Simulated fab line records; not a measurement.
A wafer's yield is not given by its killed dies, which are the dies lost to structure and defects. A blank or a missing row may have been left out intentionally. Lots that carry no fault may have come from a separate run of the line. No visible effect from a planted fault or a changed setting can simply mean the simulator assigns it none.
fab line records / flow nandHarc
record: lots: 6 wafers: 18 lastDay: 25
route steps=1159 shown P_CONTACT@246 P_M0@253 END@1159
lots with no fault: from the same line, run without faults
startH: the number of hours between the record's first day and the start of the first shown wafer of the lot / waitH: how many hours have passed since the lot's step before this one / " unchanged from the row above / L1.1+2: a row that stands for several wafers / - value missing, or start not given / * or withheld: withheld / < > ~ a bound
route shown NAME@n: names a module that has steps shown in the file, with the first one's number in the route / usual: the fault-free wafers' mean and standard deviation / same: alike in all rows / chamber/n: place in a boat / sites: the reading at each site / _std_site: standard deviation of those values / _edge_site: inner sites' mean taken away from outer sites' mean / radiusMm: for every site, how far away it sits from the centre of the wafer / mask NAME#n: copy n / behind: tool/chamber where the wafer was last shaped / hold: why the lot went on hold/how many hours it stayed there/how the hold came to an end / device: transistor that didn't switch, given as n, p or np / end of line: at the end of the route, the tests of the same wafers / where a step has no rows: the recipe by itself / killed: count of dies lost to structure and defects at first sort (not the wafer's yield) / map: a wafer's dies, x killed, . not, _ none there
set.NAME: the setting as run; set.NAME@STEP: as run at that earlier step / model.NAME: the simulator's own value behind a step, which no gauge read
lots seen at some steps along the route; tables by step, rows by wafer
services: the hour from which a tool's chamber was out of use, counted from the record's first day as startH (under 0 if before that day), plus the number of hours and why
== steps ==
step: NHARC_P_CONTACT_PVD_32
recipe: targetThkA: 50 chamberPressurePa: 5 powerW: 5000 substrateTempC: 200 timeS: 17.7 material: Ti
usual: throttleValvePct: 29.9/1.1
lot.wafer=L109.3 tool=pvdSputter-02 chamber=- startH=- waitH=- throttleValvePct=31.1
lot.wafer=L109.5 tool=pvdSputter-02 chamber=- startH=- waitH=- throttleValvePct=30.4
lot.wafer=L109.6 tool=pvdSputter-02 chamber=- startH=- waitH=- throttleValvePct=31.1
lot.wafer=L110.3 tool=pvdSputter-01 chamber=- startH=- waitH=- throttleValvePct=30.9
lot.wafer=L110.5 tool=pvdSputter-01 chamber=- startH=- waitH=- throttleValvePct=31.3
lot.wafer=L110.6 tool=pvdSputter-01 chamber=- startH=- waitH=- throttleValvePct=29.9
lot.wafer=L115.1 tool=pvdSputter-03 chamber=- startH=- waitH=- throttleValvePct=28.7
lot.wafer=L115.2 tool=pvdSputter-03 chamber=- startH=- waitH=- throttleValvePct=30.1
lot.wafer=L115.3 tool=pvdSputter-03 chamber=- startH=- waitH=- throttleValvePct=30.2
lot.wafer=L117.1 tool=pvdSputter-02 chamber=- startH=- waitH=- throttleValvePct=31.6
lot.wafer=L117.2 tool=pvdSputter-02 chamber=- startH=- waitH=- throttleValvePct=27.8
lot.wafer=L117.6 tool=pvdSputter-02 chamber=- startH=- waitH=- throttleValvePct=27.8
lot.wafer=L121.4 tool=pvdSputter-03 chamber=- startH=- waitH=- throttleValvePct=30.0
lot.wafer=L121.3 tool=pvdSputter-03 chamber=- startH=- waitH=- throttleValvePct=29.8
lot.wafer=L121.6 tool=pvdSputter-03 chamber=- startH=- waitH=- throttleValvePct=29.5
lot.wafer=L126.4 tool=pvdSputter-02 chamber=- startH=- waitH=- throttleValvePct=30.0
lot.wafer=L126.6 tool=pvdSputter-02 chamber=- startH=- waitH=- throttleValvePct=31.1
lot.wafer=L126.5 tool=pvdSputter-02 chamber=- startH=- waitH=- throttleValvePct=27.8
step: NHARC_P_CONTACT_ALD_22
recipe: targetThkA: 30 pulseTimeS: 1 aldCycles: 150 tempC: 450 material: TiN
usual: heaterPowerW: 1062/90 precursorPulseHeightRel: 1.003/0.021
same: pulseTimeS: 1
lot.wafer=L109.3 tool=aldMetal-01 chamber=2 startH=142.44 waitH=- heaterPowerW=974 precursorPulseHeightRel=1.000 sinceWetCleanH=30
lot.wafer=L109.5 tool=aldMetal-01 chamber=2 startH=142.44 waitH=- heaterPowerW=1004 precursorPulseHeightRel=1.012 sinceWetCleanH=-
lot.wafer=L109.6 tool=aldMetal-01 chamber=3 startH=142.44 waitH=- heaterPowerW=1185 precursorPulseHeightRel=1.008 sinceWetCleanH=-
lot.wafer=L110.3 tool=aldMetal-01 chamber=1 startH=154.57 waitH=- heaterPowerW=1009 precursorPulseHeightRel=0.997 sinceWetCleanH=43
lot.wafer=L110.5 tool=aldMetal-01 chamber=1 startH=154.57 waitH=- heaterPowerW=999 precursorPulseHeightRel=1.008 sinceWetCleanH=-
lot.wafer=L110.6 tool=aldMetal-01 chamber=2 startH=154.57 waitH=- heaterPowerW=1009 precursorPulseHeightRel=0.992 sinceWetCleanH=-
lot.wafer=L115.3 tool=aldMetal-01 chamber=1 startH=189.71 waitH=- heaterPowerW=1001 precursorPulseHeightRel=1.005 sinceWetCleanH=78
lot.wafer=L115.2 tool=aldMetal-01 chamber=2 startH=189.71 waitH=- heaterPowerW=1004 precursorPulseHeightRel=1.025 sinceWetCleanH=78
lot.wafer=L115.1 tool=aldMetal-01 chamber=0 startH=189.71 waitH=- heaterPowerW=1056 precursorPulseHeightRel=1.018 sinceWetCleanH=78
lot.wafer=L117.1 tool=aldMetal-01 chamber=0 startH=194.73 waitH=- heaterPowerW=1068 precursorPulseHeightRel=0.962 sinceWetCleanH=83
lot.wafer=L117.2 tool=aldMetal-01 chamber=1 startH=194.73 waitH=- heaterPowerW=1028 precursorPulseHeightRel=1.032 sinceWetCleanH=83
lot.wafer=L117.6 tool=aldMetal-01 chamber=0 startH=194.73 waitH=- heaterPowerW=1087 precursorPulseHeightRel=1.025 sinceWetCleanH=-
lot.wafer=L121.3 tool=aldMetal-02 chamber=2 startH=215.18 waitH=- heaterPowerW=972 precursorPulseHeightRel=0.986 sinceWetCleanH=19
lot.wafer=L121.4 tool=aldMetal-02 chamber=2 startH=215.18 waitH=- heaterPowerW=955 precursorPulseHeightRel=0.993 sinceWetCleanH=-
lot.wafer=L121.6 tool=aldMetal-02 chamber=3 startH=215.18 waitH=- heaterPowerW=1117 precursorPulseHeightRel=0.994 sinceWetCleanH=-
lot.wafer=L126.4 tool=aldMetal-04 chamber=1 startH=242.62 waitH=- heaterPowerW=1181 precursorPulseHeightRel=1.006 sinceWetCleanH=5
lot.wafer=L126.5 tool=aldMetal-04 chamber=2 startH=242.62 waitH=- heaterPowerW=1169 precursorPulseHeightRel=1.006 sinceWetCleanH=-
lot.wafer=L126.6 tool=aldMetal-04 chamber=3 startH=242.62 waitH=- heaterPowerW=1067 precursorPulseHeightRel=0.988 sinceWetCleanH=-
step: NHARC_P_CONTACT_CVD_23
recipe: targetThkA: 2000 tempC: 300 pressureTorr: 40 wf6FlowSccm: 40 h2FlowSccm: 1600 arFlowSccm: 1560 timeS: 557 material: W
usual: heaterPowerW: 461/60 throttleValvePct: 7.76/0.23
lot.wafer=L109.3 tool=cvdW-02 chamber=1 startH=- waitH=- heaterPowerW=436 sinceWetCleanH=- throttleValvePct=7.84
lot.wafer=L109.5 tool=cvdW-02 chamber=0 startH=- waitH=- heaterPowerW=401 sinceWetCleanH=- throttleValvePct=7.54
lot.wafer=L109.6 tool=cvdW-02 chamber=1 startH=- waitH=- heaterPowerW=454 sinceWetCleanH=- throttleValvePct=7.72
lot.wafer=L110.3 tool=cvdW-01 chamber=0 startH=- waitH=- heaterPowerW=476 sinceWetCleanH=- throttleValvePct=7.76
lot.wafer=L110.6 tool=cvdW-01 chamber=0 startH=- waitH=- heaterPowerW=482 sinceWetCleanH=- throttleValvePct=7.59
lot.wafer=L110.5 tool=cvdW-01 chamber=1 startH=- waitH=- heaterPowerW=580 sinceWetCleanH=- throttleValvePct=8.18
lot.wafer=L115.2 tool=cvdW-01 chamber=0 startH=- waitH=- heaterPowerW=464 sinceWetCleanH=66 throttleValvePct=7.89
lot.wafer=L115.1 tool=cvdW-01 chamber=1 startH=- waitH=- heaterPowerW=555 sinceWetCleanH=66 throttleValvePct=7.60
lot.wafer=L115.3 tool=cvdW-01 chamber=0 startH=- waitH=- heaterPowerW=475 sinceWetCleanH=- throttleValvePct=7.88
lot.wafer=L117.2 tool=cvdW-01 chamber=1 startH=- waitH=- heaterPowerW=576 sinceWetCleanH=73 throttleValvePct=7.91
lot.wafer=L117.1 tool=cvdW-01 chamber=0 startH=- waitH=- heaterPowerW=463 sinceWetCleanH=73 throttleValvePct=7.84
lot.wafer=L117.6 tool=cvdW-01 chamber=1 startH=- waitH=- heaterPowerW=580 sinceWetCleanH=- throttleValvePct=8.05
lot.wafer=L121.3 tool=cvdW-02 chamber=1 startH=- waitH=- heaterPowerW=458 sinceWetCleanH=- throttleValvePct=7.81
lot.wafer=L121.4 tool=cvdW-02 chamber=0 startH=- waitH=- heaterPowerW=385 sinceWetCleanH=- throttleValvePct=7.93
lot.wafer=L121.6 tool=cvdW-02 chamber=0 startH=- waitH=- heaterPowerW=390 sinceWetCleanH=- throttleValvePct=7.75
lot.wafer=L126.4 tool=cvdW-02 chamber=1 startH=- waitH=- heaterPowerW=444 sinceWetCleanH=- throttleValvePct=7.79
lot.wafer=L126.5 tool=cvdW-02 chamber=1 startH=- waitH=- heaterPowerW=463 sinceWetCleanH=- throttleValvePct=7.96
lot.wafer=L126.6 tool=cvdW-02 chamber=0 startH=- waitH=- heaterPowerW=391 sinceWetCleanH=- throttleValvePct=7.65
step: NHARC_P_CONTACT_CMP_24
recipe: tOverpolishS: 30 targetThkNm: 200
usual: motorCurrentA: 12.0/0.82 overpolishRunS: 30.000/0.0096 retainingRingPressureFrac: 1.000/0.0053 timeToEndpointS: 40/3.2
lot.wafer=L109.3 tool=cmp-01 chamber=0 startH=143.34 waitH=0.3 motorCurrentA=13.3 overpolishRunS=29.996 retainingRingPressureFrac=1.006 timeToEndpointS=40
lot.wafer=L109.6 tool=cmp-01 chamber=2 startH=143.34 waitH=0.3 motorCurrentA=12.7 overpolishRunS=29.990 retainingRingPressureFrac=1.007 timeToEndpointS=40
lot.wafer=L109.5 tool=cmp-01 chamber=3 startH=143.34 waitH=0.3 motorCurrentA=11.5 overpolishRunS=29.997 retainingRingPressureFrac=1.003 timeToEndpointS=43
lot.wafer=L110.3 tool=cmp-03 chamber=3 startH=155.57 waitH=0.5 motorCurrentA=11.9 overpolishRunS=30.004 retainingRingPressureFrac=0.992 timeToEndpointS=42
lot.wafer=L110.5 tool=cmp-03 chamber=0 startH=155.57 waitH=0.5 motorCurrentA=10.3 overpolishRunS=30.011 retainingRingPressureFrac=0.988 timeToEndpointS=40
lot.wafer=L110.6 tool=cmp-03 chamber=1 startH=155.57 waitH=0.5 motorCurrentA=11.4 overpolishRunS=29.996 retainingRingPressureFrac=1.005 timeToEndpointS=42
lot.wafer=L115.3 tool=cmp-03 chamber=1 startH=190.59 waitH=0.4 motorCurrentA=12.0 overpolishRunS=29.998 retainingRingPressureFrac=0.998 timeToEndpointS=39
lot.wafer=L115.1 tool=cmp-03 chamber=3 startH=190.59 waitH=0.4 motorCurrentA=11.8 overpolishRunS=29.987 retainingRingPressureFrac=1.000 timeToEndpointS=37
lot.wafer=L115.2 tool=cmp-03 chamber=0 startH=190.59 waitH=0.4 motorCurrentA=10.8 overpolishRunS=29.993 retainingRingPressureFrac=0.995 timeToEndpointS=36
lot.wafer=L117.2 tool=cmp-03 chamber=2 startH=197.86 waitH=0.6 motorCurrentA=12.2 overpolishRunS=29.999 retainingRingPressureFrac=1.002 timeToEndpointS=41
lot.wafer=L117.1 tool=cmp-03 chamber=1 startH=197.86 waitH=0.6 motorCurrentA=12.0 overpolishRunS=29.981 retainingRingPressureFrac=0.999 timeToEndpointS=40
lot.wafer=L117.6 tool=cmp-03 chamber=2 startH=197.86 waitH=0.6 motorCurrentA=13.3 overpolishRunS=30.006 retainingRingPressureFrac=1.001 timeToEndpointS=41
lot.wafer=L121.3 tool=cmp-04 chamber=3 startH=218.47 waitH=0.4 motorCurrentA=10.9 overpolishRunS=30.000 retainingRingPressureFrac=1.000 timeToEndpointS=33
lot.wafer=L121.4 tool=cmp-04 chamber=1 startH=218.47 waitH=0.4 motorCurrentA=12.6 overpolishRunS=29.995 retainingRingPressureFrac=0.998 timeToEndpointS=36
lot.wafer=L121.6 tool=cmp-04 chamber=2 startH=218.47 waitH=0.4 motorCurrentA=11.3 overpolishRunS=30.006 retainingRingPressureFrac=0.995 timeToEndpointS=32
lot.wafer=L126.4 tool=cmp-03 chamber=0 startH=243.49 waitH=0.5 motorCurrentA=10.2 overpolishRunS=30.009 retainingRingPressureFrac=1.001 timeToEndpointS=43
lot.wafer=L126.5 tool=cmp-03 chamber=1 startH=243.49 waitH=0.5 motorCurrentA=12.3 overpolishRunS=30.002 retainingRingPressureFrac=1.000 timeToEndpointS=46
lot.wafer=L126.6 tool=cmp-03 chamber=2 startH=243.49 waitH=0.5 motorCurrentA=13.2 overpolishRunS=29.993 retainingRingPressureFrac=1.000 timeToEndpointS=40
step: NHARC_P_CONTACT_SRD_26
step: NHARC_P_CONTACT_INSPECT_27
usual: rawDefectCount: 271/100
lot.wafer=L109.3 tool=defectInspect-02 chamber=- startH=143.70 waitH=0.1 rawDefectCount=245
lot.wafer=L109.5 tool=defectInspect-02 chamber=- startH=143.70 waitH=0.1 rawDefectCount=393
lot.wafer=L109.6 tool=defectInspect-02 chamber=- startH=143.70 waitH=0.1 rawDefectCount=273
lot.wafer=L110.3 tool=defectInspect-02 chamber=- startH=155.90 waitH=0.1 rawDefectCount=148
lot.wafer=L110.5 tool=defectInspect-02 chamber=- startH=155.90 waitH=0.1 rawDefectCount=230
lot.wafer=L110.6 tool=defectInspect-02 chamber=- startH=155.90 waitH=0.1 rawDefectCount=155
lot.wafer=L115.1 tool=defectInspect-02 chamber=- startH=190.99 waitH=0.1 rawDefectCount=166
lot.wafer=L115.2 tool=defectInspect-02 chamber=- startH=190.99 waitH=0.1 rawDefectCount=213
lot.wafer=L115.3 tool=defectInspect-02 chamber=- startH=190.99 waitH=0.1 rawDefectCount=202
lot.wafer=L117.1 tool=defectInspect-02 chamber=- startH=198.26 waitH=0.1 rawDefectCount=174
lot.wafer=L117.2 tool=defectInspect-02 chamber=- startH=198.26 waitH=0.1 rawDefectCount=129
lot.wafer=L117.6 tool=defectInspect-02 chamber=- startH=198.26 waitH=0.1 rawDefectCount=184
lot.wafer=L121.3 tool=defectInspect-01 chamber=- startH=218.84 waitH=0.1 rawDefectCount=158
lot.wafer=L121.4 tool=defectInspect-01 chamber=- startH=218.84 waitH=0.1 rawDefectCount=236
lot.wafer=L121.6 tool=defectInspect-01 chamber=- startH=218.84 waitH=0.1 rawDefectCount=181
lot.wafer=L126.4 tool=defectInspect-01 chamber=- startH=243.83 waitH=0.1 rawDefectCount=131
lot.wafer=L126.5 tool=defectInspect-01 chamber=- startH=243.83 waitH=0.1 rawDefectCount=251
lot.wafer=L126.6 tool=defectInspect-01 chamber=- startH=243.83 waitH=0.1 rawDefectCount=190
step: NHARC_P_M0_DEP_00
recipe: targetThkA: 1500 targetThkNm: 150 tempC: withheld pressureTorr: 5 flowSccm: 200 rfW: 600 material: SiOC
step: NHARC_P_M0_DEHYDRATE_01
recipe: tempC: 150 timeS: 120
step: NHARC_P_M0_HMDS_02
recipe: timeS: 30
step: NHARC_P_M0_COAT_33
recipe: tempC: 200 timeS: 65
step: NHARC_P_M0_COAT_03
recipe: spinRpm: 1500 resistThkNm: 90
step: NHARC_P_M0_SOFTBAKE_04
recipe: tempC: 105 timeS: 55
usual: heaterPowerTotalW: 188.45/0.14
lot.wafer=L109.3 tool=lithoTrack-06 chamber=0 startH=144 waitH=- heaterPowerTotalW=188.27
lot.wafer=L109.5 tool=lithoTrack-06 chamber=0 startH=144 waitH=- heaterPowerTotalW=188.35
lot.wafer=L109.6 tool=lithoTrack-06 chamber=0 startH=144 waitH=- heaterPowerTotalW=188.64
lot.wafer=L110.3 tool=lithoTrack-01 chamber=0 startH=156 waitH=- heaterPowerTotalW=188.30
lot.wafer=L110.5 tool=lithoTrack-01 chamber=0 startH=156 waitH=- heaterPowerTotalW=188.31
lot.wafer=L110.6 tool=lithoTrack-01 chamber=0 startH=156 waitH=- heaterPowerTotalW=188.74
lot.wafer=L115.1 tool=lithoTrack-04 chamber=0 startH=191 waitH=- heaterPowerTotalW=188.56
lot.wafer=L115.2 tool=lithoTrack-04 chamber=0 startH=191 waitH=- heaterPowerTotalW=188.33
lot.wafer=L115.3 tool=lithoTrack-04 chamber=0 startH=191 waitH=- heaterPowerTotalW=188.51
lot.wafer=L117.1 tool=lithoTrack-01 chamber=0 startH=198 waitH=- heaterPowerTotalW=181.90
lot.wafer=L117.2 tool=lithoTrack-01 chamber=0 startH=198 waitH=- heaterPowerTotalW=181.80
lot.wafer=L117.6 tool=lithoTrack-01 chamber=0 startH=198 waitH=- heaterPowerTotalW=181.72
lot.wafer=L121.3 tool=lithoTrack-01 chamber=0 startH=219 waitH=- heaterPowerTotalW=181.91
lot.wafer=L121.4 tool=lithoTrack-01 chamber=0 startH=219 waitH=- heaterPowerTotalW=181.74
lot.wafer=L121.6 tool=lithoTrack-01 chamber=0 startH=219 waitH=- heaterPowerTotalW=182.08
lot.wafer=L126.4 tool=lithoTrack-04 chamber=0 startH=244 waitH=- heaterPowerTotalW=188.65
lot.wafer=L126.5 tool=lithoTrack-04 chamber=0 startH=244 waitH=- heaterPowerTotalW=188.45
lot.wafer=L126.6 tool=lithoTrack-04 chamber=0 startH=244 waitH=- heaterPowerTotalW=188.31
step: NHARC_P_M0_EBR_05
step: NHARC_END_SORT_01
recipe: tempC: 25
usual: defectLimitedYield: 95.3/1.3 killedAtArray: 28/9.1 killedAtOther: 0.6/0.87 killedAtPeriphery: 3.4/2.7 killedDies: 32/9 killedOpen: 3.2/1.9 killedShort: 2.0/1.3 sort_bin_2_pct: 1.5/0.57 sort_bin_3_pct: 0.26/0.22 sort_bin_4_pct: 2.9/0.91 sortNPass: 645/9 sortRimYieldPct: 93/3.3 sortYieldPct: 95.3/1.3
same: grossDies: 677 sort_bin_5_pct[%]: 0 sort_bin_6_pct[%]: 0 sort_bin_7_pct[%]: 0 sort_bin_8_pct[%]: 0 sortRimNGross: 106.00
lot.wafer=L121.3 tool=prober-02 chamber=0 startH=589.56 waitH=3.1 defectLimitedYield[%]=97.8 killedAtArray=12 killedAtOther=0 killedAtPeriphery=3 killedDies=15 killedOpen=0 killedShort=0 sort_bin_2_pct[%]=1.2 sort_bin_3_pct[%]=0.15 sort_bin_4_pct[%]=0.9 sortNPass=662 sortRimYieldPct[%]=93 sortYieldPct[%]=97.8
lot.wafer=L121.4 tool=prober-02 chamber=0 startH=590.36 waitH=3.4 defectLimitedYield[%]=95.7 killedAtArray=21 killedAtOther=1 killedAtPeriphery=7 killedDies=29 killedOpen=1 killedShort=2 sort_bin_2_pct[%]=1.0 sort_bin_3_pct[%]=0.44 sort_bin_4_pct[%]=2.8 sortNPass=648 sortRimYieldPct[%]=98 sortYieldPct[%]=95.7
lot.wafer=L121.6 tool=prober-02 chamber=0 startH=591.95 waitH=4.0 defectLimitedYield[%]=94.8 killedAtArray=27 killedAtOther=0 killedAtPeriphery=8 killedDies=35 killedOpen=5 killedShort=2 sort_bin_2_pct[%]=1.3 sort_bin_3_pct[%]=0.30 sort_bin_4_pct[%]=3.5 sortNPass=642 sortRimYieldPct[%]=96 sortYieldPct[%]=94.8
killed by level:class
L121.3 A_SLIT:chamberFilmFlake=8 P_STI:chamberFilmFlake=2 A_CHANNEL_HOLE_D1:chamberFilmFlake=2 A_CONTACT:chamberFilmFlake=2 P_M2:chamberFilmFlake=1
L121.4 A_SLIT:chamberFilmFlake=13 P_STI:chamberFilmFlake=5 A_CHANNEL_HOLE_D1:chamberFilmFlake=5 A_CHANNEL_FILL_D1:geometricParticle:open=1 A_WL_FILL:geometricParticle:short=1 P_GATE:chamberFilmFlake=1 P_M1:chamberFilmFlake=1 STARTING-WAFER:geometricParticle:short=1
L121.6 A_SLIT:chamberFilmFlake=12 A_CHANNEL_HOLE_D1:chamberFilmFlake=7 A_CONTACT:geometricParticle:open=4 P_STI:chamberFilmFlake=4 P_M1:chamberFilmFlake=2 A_CONTACT:chamberFilmFlake=2 P_M0:geometricParticle:open=1 A_SGD_CUT:geometricParticle:short=1
== services ==
tool=aldMetal-01 chamber=0 startH=124.08 hours=3.1 kind=repair
tool=cvdW-01 chamber=0 startH=124.20 hours=- kind=clean
tool=cmp-04 chamber=- startH=130.01 hours=5.3 kind=repair
tool=cmp-01 chamber=- startH=131.74 hours=0.9 kind=repair
tool=cmp-03 chamber=- startH=133.03 hours=1.4 kind=repair
tool=lithoTrack-04 chamber=- startH=141.00 hours=7.0 kind=pm
tool=cmp-03 chamber=- startH=156.08 hours=4.0 kind=pm
tool=pvdSputter-01 chamber=- startH=158.00 hours=10.0 kind=pm
tool=cmp-03 chamber=- startH=160.08 hours=- kind=consumableReplace:conditioner
tool=cmp-03 chamber=- startH=160.08 hours=- kind=consumableReplace:pad
tool=cmp-01 chamber=- startH=163.13 hours=1.7 kind=repair
tool=pvdSputter-03 chamber=- startH=167.14 hours=8.3 kind=repair
tool=cmp-01 chamber=- startH=179.50 hours=4.0 kind=pm
tool=aldMetal-02 chamber=- startH=186.00 hours=10.0 kind=pm
tool=cmp-04 chamber=- startH=188.24 hours=2.3 kind=repair
tool=cmp-01 chamber=- startH=193.37 hours=1.4 kind=repair
tool=cvdW-02 chamber=- startH=197.26 hours=13.0 kind=pm
tool=cmp-04 chamber=- startH=203.01 hours=4.0 kind=pm
tool=aldMetal-02 chamber=1 startH=210.27 hours=38.6 kind=repair
tool=pvdSputter-02 chamber=- startH=214.01 hours=10.0 kind=pm
tool=cmp-01 chamber=- startH=215.43 hours=0.3 kind=repair
tool=cmp-03 chamber=- startH=221.52 hours=0.7 kind=repair
tool=aldMetal-04 chamber=- startH=228.00 hours=10.0 kind=pm
tool=cvdW-01 chamber=- startH=242.64 hours=0.4 kind=repair
== key ==
firstSign: step: NHARC_P_M0_SOFTBAKE_04 reading: heaterPowerTotalW direction: down sigmas: 48 usual: * struck: *
effect none on later readings
metAt NHARC_P_M0_SOFTBAKE_04
struckWafers L117.1,L117.2,L117.6,L121.3,L121.4,L121.6
onsetBetween 156 198
fault: kind: processParameterDrift tool: lithoTrack-01 chamber: - onsetH: 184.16 steps: NHARC_P_M0_SOFTBAKE_04 channel: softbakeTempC offset: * shape: step endH: 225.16 actsIn: * stated: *
